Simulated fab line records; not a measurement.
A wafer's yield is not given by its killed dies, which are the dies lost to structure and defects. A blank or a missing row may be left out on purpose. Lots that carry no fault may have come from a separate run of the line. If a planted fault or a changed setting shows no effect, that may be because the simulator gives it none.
fab line records	flow n5-finfet
[record] lots = 7	wafers = 18	last-day = 17
route steps=1938 shown BEOL_M4@1025 PASSIVATION@1936
lots that met no fault: taken from a fault-free run of the same line
start-h: the number of hours between the record's first day and the start of the first shown wafer of the lot	wait-h: hours since the lot's step before	" repeats the value in the row above	L1.1+2: a single row standing in for several wafers	- no value present, or no start provided	* or withheld: withheld	< > ~ a bound
route shown NAME@n: names a module that has steps shown in the file, with the first one's number in the route	usual: mean/standard deviation of fault-free wafers	same: alike in all rows	chamber/n: place in a boat	sites: readings site by site	_std_site: the values' standard deviation	_edge_site: outer sites' mean less inner sites'	radius-mm: how far each site lies from the wafer's centre	mask NAME#n: copy n	behind: the most recent tool/chamber to have shaped the wafer	hold: reason for holding the lot/hours on hold/outcome of the hold	device: whichever transistor did not switch (one of n, p or np)	end of line: the same wafers' tests at the end of the route	a step with no rows: only its recipe	killed: at the first sort, the dies lost to defects and structure; wafer yield is something else	map: a wafer's dies, x killed, . not, _ none there
set.NAME: the setting as run; set.NAME@STEP: as run at that earlier step	model.NAME: the simulator's own value behind a step, which no gauge read
lots at some steps of the route; a table a step, a row a wafer
services: when a tool's chamber went out of use (start-h, in hours from the record's first day, below 0 if earlier), for how many hours, and the reason
[[steps]]
[step N5_BEOL_M4_COAT_61]
[recipe] resist = SOC	temp-c = 250	time-s = 60	spin-rpm = 1500	resist-thk-nm = 60
[step N5_BEOL_M4_COAT_62]
[recipe] resist = SiARC	temp-c = 220	time-s = 60	spin-rpm = 1500	resist-thk-nm = 12
[step N5_BEOL_M4_COAT_73]
[recipe] resist = underlayer	temp-c = 205	time-s = 60	spin-rpm = 1500	resist-thk-nm = 5
[step N5_BEOL_M4_COAT_05]
[recipe] resist = CAR-EUV	spin-rpm = 1500	resist-thk-nm = 30
[step N5_BEOL_M4_EBR_07]
[recipe] solvent = PGMEA	ebr-width-mm = 1.5
[step N5_BEOL_M4_SOFTBAKE_06]
[recipe] temp-c = 110	time-s = 60	resist = CAR-EUV
[step N5_BEOL_M4_EXPOSE_08]
[recipe] mask-id = M4	na = 0.33	source-shape = dipole	sigma-inner = 0.369	sigma-outer = 0.767	polarization = unpolarized	dose-mj = 41.25
[step N5_BEOL_M4_PEB_09]
[recipe] peb-temp-c = 100	peb-time-s = 60	resist = CAR-EUV
[step N5_BEOL_M4_DEVELOP_10]
[recipe] develop-time-s = 30	developer = TMAH	resist = CAR-EUV	rinse-liquid = surfactant-rinse	dry = air-spin	dev-temp-c = 23
[step N5_BEOL_M4_CD_MEAS_11]
[recipe] target-cd-nm = 16.79	landing-energy-ev = 500	detector = se-inlens	polarity = opening
[usual] cd-nm = 16.73/0.25
lot.wafer	tool	chamber	start-h	wait-h	cd-nm
L812.1	cd-sem-02	0	158.87	-	16.69
L812.4	"	0	"	"	16.78
L812.5	"	0	"	"	16.61
L818.2	cd-sem-03	0	202.27	-	16.60
L818.6	"	0	"	"	17.00
L820.2	cd-sem-01	0	222.41	-	16.95
L820.4	"	0	"	"	16.52
L821.4	cd-sem-02	0	227.89	-	17.00
L821.6	"	0	"	"	17.25
L830.1	cd-sem-01	0	272.20	-	16.64
L830.2	"	0	"	"	16.59
L830.6	"	0	"	"	16.84
L832.1	cd-sem-01	0	289.45	-	16.74
L832.2	"	0	"	"	16.82
L832.5	"	0	"	"	16.83
L834.2	cd-sem-02	0	301.58	-	17.15
L834.5	"	0	"	"	16.95
L834.6	"	0	"	"	17.38
[step N5_BEOL_M4_OVL_MEAS_12]
[recipe] points-per-wafer = 522
[usual] M4_OVL = 0.0/0.66
lot.wafer	tool	chamber	start-h	wait-h	M4_OVL[nm]
L812.1	overlay-02	0	158.90	0.0	-1.1
L812.4	"	0	"	"	0.6
L812.5	"	0	"	"	-0.2
L818.2	overlay-01	0	202.30	0.0	-1.5
L818.6	"	0	"	"	-1.8
L820.2	overlay-02	0	222.45	0.0	0.7
L820.4	"	0	"	"	-0.1
L821.4	overlay-01	0	227.93	0.0	0.0
L821.6	"	0	"	"	0.3
L830.1	overlay-02	0	272.23	0.0	-0.5
L830.2	"	0	"	"	-0.1
L830.6	"	0	"	"	-0.1
L832.1	overlay-02	0	289.48	0.0	0.1
L832.2	"	0	"	"	-0.3
L832.5	"	0	"	"	0.4
L834.2	overlay-02	0	301.61	0.0	-0.6
L834.5	"	0	"	"	-0.1
L834.6	"	0	"	"	-0.4
[step N5_BEOL_M4_INSPECT_13]
[recipe] mode = adi	inspect-instrument = brightfield
[usual] raw-defect-count = 389/98
lot.wafer	tool	chamber	start-h	wait-h	raw-defect-count
L812.1	defect-inspect-02	-	158.96	0.1	374
L812.4	"	-	"	"	364
L812.5	"	-	"	"	296
L818.2	defect-inspect-01	-	202.35	0.0	289
L818.6	"	-	"	"	234
L820.2	defect-inspect-01	-	222.50	0.0	294
L820.4	"	-	"	"	362
L821.4	defect-inspect-01	-	227.98	0.0	482
L821.6	"	-	"	"	473
L830.1	defect-inspect-02	-	272.29	0.1	352
L830.2	"	-	"	"	413
L830.6	"	-	"	"	392
L832.1	defect-inspect-01	-	289.54	0.1	426
L832.2	"	-	"	"	390
L832.5	"	-	"	"	303
L834.2	defect-inspect-02	-	301.67	0.0	334
L834.5	"	-	"	"	289
L834.6	"	-	"	"	316
[step N5_BEOL_M4_DESCUM_16]
[recipe] chemistry = O2	time-s = 7	source-power-w = 50	bias-power-w = 20	pressure-mtorr = 20	rf-frequency-hz = 2.712e+07	temp-c = 40	resist = CAR-EUV	o2-flow-sccm = 225
[usual] bias-power-w = 20.00/0.057	drypump-motor-current-A = 5.7/0.47	oes-product-au = 0.84/0.075	rf-fwd-power-W = 49.42/0.23	rf-vpp-V = 243.7/1.3	showerhead-plenum-p-Torr = 2.12/0.066	throttle-valve-pct = 20.31/0.25
lot.wafer	tool	chamber	start-h	wait-h	bias-power-w	drypump-motor-current-A	oes-product-au	rf-fwd-power-W	rf-hours-counter-h	rf-vpp-V	showerhead-plenum-p-Torr	throttle-valve-pct	model.CAR-EUV_of_BEOL_M4_COAT_05.thk-nm
L812.1	rie-diel-02	0	159.20	0.2	19.99	6.4	0.96	49.53	18	243.6	2.04	20.55	26
L812.4	"	3	"	"	20.05	4.9	0.83	49.15	77	243.3	2.13	20.12	26
L812.5	"	2	"	"	19.93	5.6	0.67	49.36	-	244.3	2.07	20.61	26
L818.2	rie-diel-02	3	202.39	0.0	19.92	4.9	0.80	49.12	95	243.4	2.12	20.13	24.6
L818.6	"	0	"	"	19.96	6.4	0.92	49.29	-	241.9	2.04	20.58	26.2
L820.2	rie-diel-02	1	222.53	0.0	19.98	5.7	0.99	49.58	1	243.9	2.13	19.91	24.8
L820.4	"	1	"	"	19.96	5.7	0.99	49.68	-	242.8	2.13	19.90	24.8
L821.4	rie-diel-02	1	228.16	0.2	20.10	5.7	0.97	49.56	-	244.8	2.13	19.90	24.8
L821.6	"	0	"	"	20.06	6.4	0.89	49.38	-	243.0	2.03	20.60	26.2
L830.1	rie-diel-06	3	272.64	0.4	19.96	5.8	0.80	49.44	106	245.9	2.18	20.12	26
L830.2	"	2	"	"	19.99	5.1	0.83	49.50	63	244.0	2.12	20.01	26
L830.6	"	1	"	"	19.94	6.1	0.75	49.86	-	241.6	2.03	20.55	26
L832.1	rie-diel-02	3	289.57	0.0	19.99	4.9	0.77	49.40	130	242.2	2.11	20.20	26
L832.2	"	2	"	"	20.09	5.6	0.94	49.64	16	242.2	2.06	20.23	26
L832.5	"	2	"	"	19.98	5.6	0.93	49.37	-	244.2	2.06	20.23	26.2
L834.2	rie-diel-06	1	301.70	0.0	20.01	6.1	0.74	49.87	145	241.6	2.03	20.57	26.2
L834.5	"	3	"	"	20.00	5.8	0.79	49.66	-	244.4	2.17	20.11	26.2
L834.6	"	2	"	"	20.04	5.1	0.82	49.75	-	243.8	2.12	20.00	26.2
[step N5_BEOL_M4_ETCH_74]
[recipe] chemistry = N2/H2	target = underlayer	target-depth-a = 65	mask-material = CAR-EUV	time-s = 5.2	ion-energy-ev = 200	pressure-mtorr = 30	source-w = 840	bias-w = 150	n2-flow-sccm = 200	h2-flow-sccm = 200	ends = cleared
[usual] drypump-motor-current-A = 5.7/0.47	etch-rf-on-time-s = 5.09/0.12	oes-product-au = 0.72/0.063	rf-fwd-power-W = 819.6/2.6	rf-vpp-V = 524.6/2.5	showerhead-plenum-p-Torr = 2.58/0.083	throttle-valve-pct = 17.76/0.26
lot.wafer	tool	chamber	start-h	wait-h	drypump-motor-current-A	etch-rf-on-time-s	oes-product-au	rf-fwd-power-W	rf-hours-counter-h	rf-vpp-V	showerhead-plenum-p-Torr	throttle-valve-pct	model.BEOL_M4.cd-offset-nm
L812.1	rie-diel-02	0	159.24	0.0	6.4	5.01	0.81	820.7	18	523.3	2.50	18.08	0
L812.4	"	3	"	"	4.9	5.14	0.70	821.3	77	525.2	2.58	17.52	-0.2
L812.5	"	2	"	"	5.6	5.18	0.58	818.0	-	522.2	2.49	17.98	0
L818.2	rie-diel-02	3	202.42	0.0	4.9	5.17	0.70	821.8	95	523.8	2.57	17.57	0.2
L818.6	"	0	"	"	6.5	5.07	0.78	819.6	-	523.0	2.49	18.10	0
L820.2	rie-diel-02	1	222.58	0.0	5.7	5.15	0.84	820.9	1	523.9	2.60	17.41	0.2
L820.4	"	1	"	"	5.7	5.10	0.84	820.0	-	525.9	2.60	17.43	0
L821.4	rie-diel-02	1	228.18	0.0	5.7	5.10	0.83	819.8	-	527.4	2.59	17.44	0
L821.6	"	0	"	"	6.5	5.08	0.77	821.8	-	520.6	2.48	18.09	0
L830.1	rie-diel-06	3	272.67	0.0	5.8	4.78	0.70	816.9	106	527.4	2.66	17.65	0
L830.2	"	2	"	"	5.2	5.07	0.71	815.1	63	522.0	2.58	17.56	0
L830.6	"	1	"	"	6.1	5.11	0.66	826.5	-	518.5	2.43	17.74	0
L832.1	rie-diel-02	3	289.61	0.0	4.9	5.16	0.66	820.0	130	523.6	2.56	17.62	0
L832.2	"	2	"	"	5.6	4.93	0.81	816.4	16	520.4	2.48	17.57	0
L832.5	"	2	"	"	5.7	4.88	0.82	821.2	-	524.6	2.48	17.58	-0.2
L834.2	rie-diel-06	1	301.74	0.0	6.1	5.09	0.65	819.9	145	519.6	2.42	17.78	0.2
L834.5	"	3	"	"	5.8	4.81	0.70	824.5	-	528.9	2.66	17.69	0.2
L834.6	"	2	"	"	5.1	5.05	0.70	816.3	-	524.5	2.58	17.61	0.4
[step N5_BEOL_M4_ETCH_63]
[recipe] chemistry = CF4	target = SiARC	target-depth-a = 156	mask-material = CAR-EUV	time-s = 26	ion-energy-ev = 80	pressure-mtorr = 40	source-w = 545	bias-w = 36	Ar_flow_sccm = 100	cf4-flow-sccm = 100	ends = cleared
[usual] drypump-motor-current-A = 5.7/0.47	etch-rf-on-time-s = 25.5/0.61	oes-product-au = 0.72/0.063	rf-fwd-power-W = 532.5/1.8	rf-vpp-V = 184.3/1.2	showerhead-plenum-p-Torr = 2.17/0.06	throttle-valve-pct = 15.46/0.25
lot.wafer	tool	chamber	start-h	wait-h	drypump-motor-current-A	etch-rf-on-time-s	oes-product-au	rf-fwd-power-W	rf-hours-counter-h	rf-vpp-V	showerhead-plenum-p-Torr	throttle-valve-pct	model.CAR-EUV_of_BEOL_M4_COAT_05.thk-nm	model.BEOL_M4.cd-offset-nm
L812.1	rie-diel-02	0	159.25	0.0	6.4	25.5	0.82	530.9	18	183.2	2.12	15.77	11.2	0.2
L812.4	"	3	"	"	4.9	26.0	0.71	530.5	77	182.9	2.17	15.23	11	-0.2
L812.5	"	2	"	"	5.6	26.1	0.58	530.6	-	183.8	2.10	15.71	11.2	-0.2
L818.2	rie-diel-02	3	202.44	0.0	4.9	26.2	0.69	529.1	95	184.5	2.16	15.28	9.6	0.2
L818.6	"	0	"	"	6.4	25.4	0.77	531.7	-	183.9	2.11	15.80	11.2	0
L820.2	rie-diel-02	1	222.61	0.0	5.7	25.8	0.83	532.0	1	184.4	2.19	15.18	9.8	0.2
L820.4	"	1	"	"	5.7	25.8	0.83	533.1	-	184.2	2.19	15.17	9.8	0
L821.4	rie-diel-02	1	228.20	0.0	5.7	25.4	0.83	532.3	-	183.9	2.19	15.18	9.8	0
L821.6	"	0	"	"	6.4	25.3	0.77	531.9	-	182.3	2.11	15.82	11.2	0.2
L830.1	rie-diel-06	3	272.69	0.0	5.8	23.9	0.71	531.6	106	185.4	2.24	15.44	11	0
L830.2	"	2	"	"	5.1	25.3	0.71	535.0	63	183.3	2.16	15.16	11	-0.2
L830.6	"	1	"	"	6.1	25.4	0.66	535.1	-	182.0	2.06	15.62	11	-0.2
L832.1	rie-diel-02	3	289.62	0.0	4.9	25.8	0.66	533.5	130	183.5	2.15	15.36	11	0
L832.2	"	2	"	"	5.6	24.8	0.81	531.6	16	185.9	2.09	15.23	11.2	0
L832.5	"	2	"	"	5.6	24.7	0.82	534.6	-	182.8	2.09	15.24	11.2	0
L834.2	rie-diel-06	1	301.75	0.0	6.1	25.6	0.65	537.4	145	182.3	2.06	15.66	11.2	0
L834.5	"	3	"	"	5.8	24.2	0.70	532.8	-	183.0	2.24	15.47	11.2	0.2
L834.6	"	2	"	"	5.1	25.3	0.69	534.5	-	183.8	2.16	15.17	11.2	0.2
[step N5_BEOL_M4_ETCH_64]
[recipe] chemistry = N2/H2	target = SOC	target-depth-a = 750	overetch-a = 225	mask-material = SiARC	temp-c = 40	time-s = 121.9	ion-energy-ev = 200	pressure-mtorr = 30	source-w = 840	bias-w = 150	n2-flow-sccm = 200	h2-flow-sccm = 200
[usual] drypump-motor-current-A = 5.7/0.48	oes-product-au = 0.63/0.053	rf-fwd-power-W = 837.1/2.4	rf-vpp-V = 524.9/2.4	showerhead-plenum-p-Torr = 2.58/0.083	throttle-valve-pct = 17.72/0.26
lot.wafer	tool	chamber	start-h	wait-h	drypump-motor-current-A	oes-product-au	rf-fwd-power-W	rf-hours-counter-h	rf-vpp-V	showerhead-plenum-p-Torr	throttle-valve-pct
L812.1	rie-diel-02	0	159.28	0.0	6.5	0.71	832.7	18	522.9	2.50	18.00
L812.4	"	3	"	"	4.9	0.63	834.2	77	525.7	2.58	17.51
L812.5	"	2	"	"	5.6	0.52	837.2	-	523.6	2.49	17.93
L818.2	rie-diel-02	3	202.47	0.0	4.9	0.61	834.5	95	523.8	2.57	17.53
L818.6	"	0	"	"	6.5	0.69	836.9	-	521.0	2.49	18.04
L820.2	rie-diel-02	1	222.65	0.0	5.7	0.73	832.6	1	525.6	2.59	17.37
L820.4	"	1	"	"	5.7	0.74	835.0	-	525.8	2.59	17.38
L821.4	rie-diel-02	1	228.27	0.1	5.7	0.73	840.9	-	524.7	2.59	17.39
L821.6	"	0	"	"	6.4	0.67	836.6	-	522.8	2.48	18.06
L830.1	rie-diel-06	3	272.72	0.0	5.8	0.60	837.0	106	527.2	2.66	17.61
L830.2	"	2	"	"	5.2	0.63	837.1	63	525.6	2.58	17.52
L830.6	"	1	"	"	6.1	0.57	837.3	-	520.0	2.43	17.71
L832.1	rie-diel-02	3	289.65	0.0	4.9	0.58	835.1	130	525.0	2.56	17.60
L832.2	"	2	"	"	5.6	0.71	836.2	16	522.2	2.48	17.52
L832.5	"	2	"	"	5.6	0.70	835.3	-	523.2	2.48	17.53
L834.2	rie-diel-06	1	301.78	0.0	6.1	0.57	835.9	145	520.7	2.42	17.71
L834.5	"	3	"	"	5.8	0.60	837.9	-	527.0	2.66	17.62
L834.6	"	2	"	"	5.1	0.61	837.3	-	525.2	2.58	17.56
[step N5_BEOL_M4_RC_MEAS_101]
[usual] DIBL_N = 36.3/1.6	DIBL_P = 36.2/2	IOFF_N = 0.160/0.028	IOFF_P = 0.21/0.036	ION_N = 677/11	ION_P = 465/6.9	SS_N = 71.5/0.55	SS_P = 73.3/0.64	VT_N = 250/3	VT_P = -250/3.5
lot.wafer	tool	chamber	start-h	wait-h	DIBL_N[mV/V]	DIBL_P[mV/V]	IOFF_N[nA/um]	IOFF_P[nA/um]	ION_N[uA/um]	ION_P[uA/um]	SS_N[mV/dec]	SS_P[mV/dec]	VT_N[mV]	VT_P[mV]
L812.1	prober-02	0	167.88	0.0	36.6	36.0	0.170	0.22	677	464	70.9	73.3	248	-249
L812.4	"	0	"	"	36.0	35.8	0.142	0.21	667	457	70.6	72.8	253	-248
L812.5	"	0	"	"	36.2	35.2	0.155	0.21	677	467	71.0	72.9	251	-244
L818.2	prober-01	0	209.53	0.2	36.5	37.3	0.181	0.21	681	461	71.5	73.4	246	-250
L818.6	"	0	"	"	34.7	35.1	0.145	0.18	668	458	71.2	72.6	249	-251
L820.2	prober-01	0	230.83	0.2	36.0	36.1	0.145	0.22	676	469	71.0	72.5	251	-249
L820.4	"	0	"	"	37.8	38.9	0.187	0.29	684	478	71.4	73.6	246	-243
L821.4	prober-01	0	238.88	0.5	36.8	39.4	0.181	0.22	694	470	72.5	73.3	249	-252
L821.6	"	0	"	"	35.4	36.7	0.150	0.19	673	458	71.8	73.1	249	-254
L830.1	prober-02	0	280.36	0.0	36.3	34.2	0.156	0.21	676	461	70.8	73.0	248	-250
L830.2	"	0	"	"	37.4	37.2	0.188	0.26	697	479	71.3	73.6	245	-245
L830.6	"	0	"	"	36.3	34.9	0.151	0.22	674	467	71.3	73.1	249	-249
L832.1	prober-02	0	300.11	0.0	33.7	34.0	0.133	0.18	688	476	71.1	72.9	251	-252
L832.2	"	0	"	"	36.8	37.3	0.173	0.23	677	471	71.3	73.4	249	-247
L832.5	"	0	"	"	34.8	35.1	0.150	0.20	670	464	71.4	73.5	250	-247
L834.2	prober-02	0	309.64	0.2	35.1	34.3	0.134	0.17	679	462	70.7	73.3	251	-255
L834.5	"	0	"	"	35.7	35.7	0.144	0.18	665	452	71.8	73.6	251	-252
L834.6	"	0	"	"	35.9	36.2	0.152	0.18	683	460	71.4	73.5	249	-254
[step N5_PASSIVATION_PROBE_49]
[usual] defect-limited-yield = 91.2/1.5	killed_at_M0_to_M3 = 36/10	killed_at_M4_up = 13/6	killed-at-contacts = 11/5.2	killed-at-front-end = 40/11	killed-at-other = 3.1/2.9	killed-dies = 104/17	killed-open = 66/12	killed-short = 34/7.7	sort_bin_5_function = 5.1/0.91	sort_bin_6_memory = 3.2/0.67	sort-n-pass = 1076/17	sort-yield-pct = 91.2/1.5
[same] gross-dies = 1180	killed-at-back-side = 0	sort_bin_4_leakage[%] = 0	sort_bin_8_speed[%] = 0
lot.wafer	tool	chamber	start-h	wait-h	defect-limited-yield[%]	killed_at_M0_to_M3	killed_at_M4_up	killed-at-contacts	killed-at-front-end	killed-at-other	killed-dies	killed-open	killed-short	sort_bin_5_function[%]	sort_bin_6_memory[%]	sort-n-pass	sort-yield-pct[%]
L812.1	prober-01	-	272.58	0.0	92.5	30	12	11	27	8	88	56	31	4.4	2.8	1092	92.5
L812.4	prober-01	-	272.73	0.2	89.4	39	18	11	52	5	125	84	35	6.5	3.6	1055	89.4
L812.5	prober-01	-	272.78	0.2	88.6	34	15	5	72	8	134	89	43	6.2	4.9	1046	88.6
L818.2	prober-01	-	310.70	0.1	93.6	19	10	18	28	1	76	41	21	3.2	2.1	1104	93.6
L821.4	prober-02	-	340.10	0.2	91.7	38	7	15	38	0	98	60	33	4.8	3.1	1082	91.7
// killed by level:class
L812.1 MOL_CONTACT_COAG:geometric-particle:open=10 FIN_SAQP:geometric-particle:open=8 BEOL_M0_SAQP:geometric-particle:short=7 BEOL_M1:geometric-particle:open=7 DUMMY_GATE:geometric-particle:open=6 BEOL_M1:geometric-particle:short=6 BEOL_M3:geometric-particle:open=4 PAD_METAL:geometric-particle:short=4
L812.4 FIN_SAQP:geometric-particle:open=18 MOL_CONTACT_COAG:geometric-particle:open=11 DUMMY_GATE:geometric-particle:open=10 BEOL_M1:geometric-particle:open=7 BEOL_M1:geometric-particle:short=7 BEOL_M3:geometric-particle:short=7 BEOL_M3:geometric-particle:open=6 BEOL_M5:geometric-particle:open=6
L812.5 FIN_SAQP:geometric-particle:open=33 STI_FIN_REVEAL:geometric-particle:open=10 BEOL_M3:geometric-particle:short=10 BEOL_M1:geometric-particle:short=7 GATE_CUT:geometric-particle:short=6 PAD_METAL:geometric-particle:open=6 FIN_SAQP:geometric-particle:short=5 BEOL_M0_SAQP:geometric-particle:open=5
L818.2 MOL_CONTACT_COAG:geometric-particle:open=12 HKMG_FIN:area-etch=11 MOL_CONTACT_COAG:geometric-particle:short=6 BEOL_M2:geometric-particle:open=5 BEOL_M0_SAQP:geometric-particle:short=4 STI_FIN_REVEAL:geometric-particle:open=3 GATE_CUT:geometric-particle:short=3 BEOL_M0_SAQP:geometric-particle:open=3
L821.4 MOL_CONTACT_COAG:geometric-particle:open=9 DUMMY_GATE:geometric-particle:open=8 STI_FIN_REVEAL:geometric-particle:open=7 BEOL_M0_SAQP:geometric-particle:short=7 BEOL_M2:geometric-particle:open=6 GATE_CUT:geometric-particle:short=5 BEOL_M0:geometric-particle:open=5 BEOL_M3:geometric-particle:open=5
[[services]]
tool	chamber	start-h	hours	kind
rie-diel-02	2	177.14	9.3	repair
rie-diel-02	1	178.63	14.1	repair
rie-diel-02	1	193.11	-	clean
rie-diel-02	1	193.11	-	consumable-replace:focus-ring
rie-diel-02	1	193.11	25.0	scheduled-down
rie-diel-02	1	193.11	25.0	vent-cycle
rie-diel-02	2	220.79	6.6	repair
rie-diel-02	3	222.10	1.4	repair
rie-diel-02	2	227.67	-	clean
rie-diel-02	2	227.67	-	consumable-replace:focus-ring
rie-diel-02	2	227.67	19.5	scheduled-down
rie-diel-02	2	227.67	19.5	vent-cycle
[[key]]
first-sign none at tools or gauges
[model-effect] step = N5_BEOL_M4_DESCUM_16	value = CAR-EUV_of_BEOL_M4_COAT_05.thk-nm	without = 26.15	struck = 24.75
[model-effect] step = N5_BEOL_M4_ETCH_74	value = BEOL_M4.cd-offset-nm	without = -0.2	struck = 0.1
[model-effect] step = N5_BEOL_M4_ETCH_63	value = CAR-EUV_of_BEOL_M4_COAT_05.thk-nm	without = 11.15	struck = 9.75
met-at N5_BEOL_M4_DESCUM_16
struck-wafers L818.2,L820.2,L820.4,L821.4
[baseline-loss] step = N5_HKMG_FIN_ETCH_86	wafers = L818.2
onset-between 159.20 202.39
[fault] kind = process-parameter-drift	tool = rie-diel-02	chamber = -	onset-h = 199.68	steps = N5_BEOL_M4_DESCUM_16	channel = time-s	offset = *	shape = step	end-h = 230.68	scope = struck-wafers-only	acts-in = *	stated = *
// baseline-loss: these wafers lose ten dies or more at that step, a loss of the line's own and not of a fault; the sort's usual values leave them out
